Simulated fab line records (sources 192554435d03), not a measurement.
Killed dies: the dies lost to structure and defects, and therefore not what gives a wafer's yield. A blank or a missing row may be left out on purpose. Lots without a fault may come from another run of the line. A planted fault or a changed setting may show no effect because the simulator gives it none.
Which tool was responsible? | flow n5-finfet | 12 lots with 36 wafers sampled at 3 steps, on a route of 1938 steps

WHAT EACH GAUGE READ, for each wafer
N5_BEOL_M12_INSPECT_12: inspects for defects (macro).
lot  | measured     | on                | raw-defect-count
L074 | day 11 02:58 | defect-inspect-01 | 2 3 2
L078 | day 11 22:07 | defect-inspect-02 | 1 2 1
L080 | day 12 00:21 | defect-inspect-02 | 5 4 1
L081 | day 12 07:14 | defect-inspect-02 | 3 2 1
L083 | day 13 11:00 | defect-inspect-02 | 2 3 2
L084 | day 13 10:28 | defect-inspect-01 | 0 0 2
L087 | day 13 17:38 | defect-inspect-01 | 2 4 1
L091 | day 14 23:30 | defect-inspect-01 | 2 1 2
L090 | day 15 05:13 | defect-inspect-01 | 1 3 2
L092 | day 15 13:25 | defect-inspect-01 | 4 3 0
L094 | day 16 07:06 | defect-inspect-01 | 4 1 3
L097 | day 16 13:37 | defect-inspect-01 | 1 5 2

EACH LOT AND THE TOOL THAT RAN IT (in order: tool; ch and the chambers of the sampled wafers; start)
lot  | N5_BEOL_M11_ETCH_61                | N5_BEOL_M11_DESCUM_33
L074 | rie-diel-04 ch 0,1,3, day 10 19:02 | rie-diel-01 ch 0,2,3, day 10 22:15
L078 | rie-diel-01 ch 0,3, day 11 16:14   | rie-diel-04 ch 1,2,3, day 11 18:14
L080 | rie-diel-04 ch 1,2,3, day 11 19:49 | rie-diel-05 ch 1,3, day 11 20:45
L081 | rie-diel-01 ch 1,3, day 12 02:55   | rie-diel-05 ch 0,2,3, day 12 03:50
L083 | rie-diel-05 ch 0,1, day 13 05:21   | rie-diel-04 ch 1,2,3, day 13 07:09
L084 | rie-diel-05 ch 1,2,3, day 13 05:43 | rie-diel-04 ch 1,2,3, day 13 06:41
L087 | rie-diel-01 ch 1,2,3, day 13 12:15 | rie-diel-04 ch 1,2,3, day 13 13:10
L091 | rie-diel-04 ch 1,2,3, day 14 17:24 | rie-diel-04 ch 0,1,2, day 14 19:39
L090 | rie-diel-01 ch 0,1,2, day 14 21:41 | rie-diel-05 ch 1,2,3, day 14 23:53
L092 | rie-diel-05 ch 1,3, day 15 05:07   | rie-diel-05 ch 1,3, day 15 08:58
L094 | rie-diel-05 ch 0,3, day 16 01:13   | rie-diel-01 ch 1,2, day 16 03:26
L097 | rie-diel-04 ch 0,1,2, day 16 08:23 | rie-diel-01 ch 0,2,3, day 16 09:44
- N5_BEOL_M11_ETCH_61: etches SiARC in CF4, target depth 39 nm, time 65 s.
- N5_BEOL_M11_DESCUM_33: chemistry O2, time 7.9 s.

THE ANSWER, worked out from the rows above alone
Rule: the lots themselves supply what counts as usual. Put in order of their means at a reading, lots are off if they are a third of the lots or fewer, leave a main group of 4 or more, and stand apart from it by a gap of 3 or more times the standard deviation of the main group's means; of several such gaps the widest counts. A main group whose means are all the same, to the digits that the tables above print for the reading, isn't used. Also off: a lot with no number at a reading for which 4 or more lots have one. The other lots that the step has rows for count as sound.
Across all readings shown, no lot is off: no conclusion can be drawn from this.

WHAT THE SIMULATOR PUT IN
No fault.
